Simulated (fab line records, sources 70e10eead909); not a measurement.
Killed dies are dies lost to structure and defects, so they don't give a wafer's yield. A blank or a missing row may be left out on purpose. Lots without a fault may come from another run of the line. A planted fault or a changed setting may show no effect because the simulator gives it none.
Chamber matching | flow nand_harc | NHARC_A_DECK1_JOINT_CMP_13 on cmp-03: 4 sister chambers
The step polishes, target thk 51.023 nm. 7 wafers are shown with their chamber, then 7 later ones without.

WAFERS WITH THEIR CHAMBER
wafer  | chamber | motor_current_A (A) | time_to_endpoint_s (s)
L509.3 | 0       | 11.4                | 7.3
L513.1 | 1       | 10.7                | 7.7
L515.2 | 1       | 10.8                | 8.8
L515.3 | 2       | 12.1                | 11.4
L515.6 | 2       | 12.1                | 10.8
L517.3 | 3       | 11.0                | 9.0
L517.5 | 3       | 11.6                | 14.9

WAFERS WITHOUT THEIR CHAMBER
wafer  | motor_current_A (A) | time_to_endpoint_s (s)
L517.6 | 12.8                | 10.8
L518.4 | 12.6                | 9.8
L518.5 | 11.5                | 11.5
L518.6 | 11.5                | 9.4
L521.1 | 11.7                | 10.9
L521.2 | 10.1                | 8.5
L521.5 | 10.1                | 9.7

WHICH CHAMBER EACH WENT THROUGH
wafer  | from the rows above          | in truth
L517.6 | 2                            | 2
L518.4 | 2                            | 2
L518.5 | can't be placed: 3 or 0 or 2 | 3
L518.6 | can't be placed: 0 or 3 or 2 | 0
L521.1 | can't be placed: 2 or 3 or 0 | 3
L521.2 | 1                            | 1
L521.5 | 1                            | 1
Placed correctly: 4 of 7. Can't be placed from these rows: 3 (the true chamber is among the candidates in 3). Placed wrongly: 0.
How it was worked out, from the rows above alone: a wafer's distance from a chamber is the root of the sum, over the readings, of the square of ((its reading less the chamber's mean) divided by the reading's scatter). The wafer belongs to the nearest chamber; if the next one is less than 2 further off, it can't be placed. A chamber's mean is the mean of its shown wafers. The scatter: the root of (the sum of the squares of (reading less its chamber's mean) over the shown wafers, divided by (wafers less chambers)).
